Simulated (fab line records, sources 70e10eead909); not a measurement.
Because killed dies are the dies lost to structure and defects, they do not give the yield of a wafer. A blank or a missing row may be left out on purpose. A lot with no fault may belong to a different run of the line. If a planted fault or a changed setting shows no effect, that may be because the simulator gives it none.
Chamber matching || flow nand harc || pecvd-01 running NHARC_A_CONTACT_DEP_85: 3 sister chambers
The step deposits SiON, target thk 60 nm. 3 wafers are shown with their chamber, then 7 later ones without.

## EACH WAFER AND ITS CHAMBER
{"wafer": "L086.4", "chamber": 0, "heater power w (W)": 813}
{"wafer": "L089.2", "chamber": 2, "heater power w (W)": 673}
{"wafer": "L089.3", "chamber": 1, "heater power w (W)": 625}

## WAFERS WITHOUT THEIR CHAMBER
{"wafer": "L089.4", "heater power w (W)": 630}
{"wafer": "L091.2", "heater power w (W)": 817}
{"wafer": "L091.4", "heater power w (W)": 662}
{"wafer": "L091.5", "heater power w (W)": 821}
{"wafer": "L095.1", "heater power w (W)": 622}
{"wafer": "L095.3", "heater power w (W)": 897}
{"wafer": "L095.5", "heater power w (W)": 618}

## WHICH CHAMBER EACH ONE RAN IN
{"wafer": "L089.4", "from the rows above": "can't be placed: 1 or 2", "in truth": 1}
{"wafer": "L091.2", "from the rows above": 0, "in truth": 0}
{"wafer": "L091.4", "from the rows above": "can't be placed: 2 or 1", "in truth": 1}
{"wafer": "L091.5", "from the rows above": 0, "in truth": 0}
{"wafer": "L095.1", "from the rows above": "can't be placed: 1 or 2", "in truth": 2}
{"wafer": "L095.3", "from the rows above": 0, "in truth": 0}
{"wafer": "L095.5", "from the rows above": "can't be placed: 1 or 2", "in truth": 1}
3 of 7 placed correctly. Can't be placed from these rows: 4 (the true chamber is among the candidates in 4). Placed wrongly: 0.
How it was worked out, from the rows above alone: a wafer's distance from a chamber is the root of the sum, over the readings, of the square of ((its reading less the chamber's mean) divided by the reading's scatter). The wafer belongs to the nearest chamber; if the next one is less than 2 further off, it can't be placed. A chamber's mean is the mean of its shown wafers. The scatter: with one shown wafer a chamber, the root of the mean of the squares of how far each hidden wafer lies from its nearest shown one.
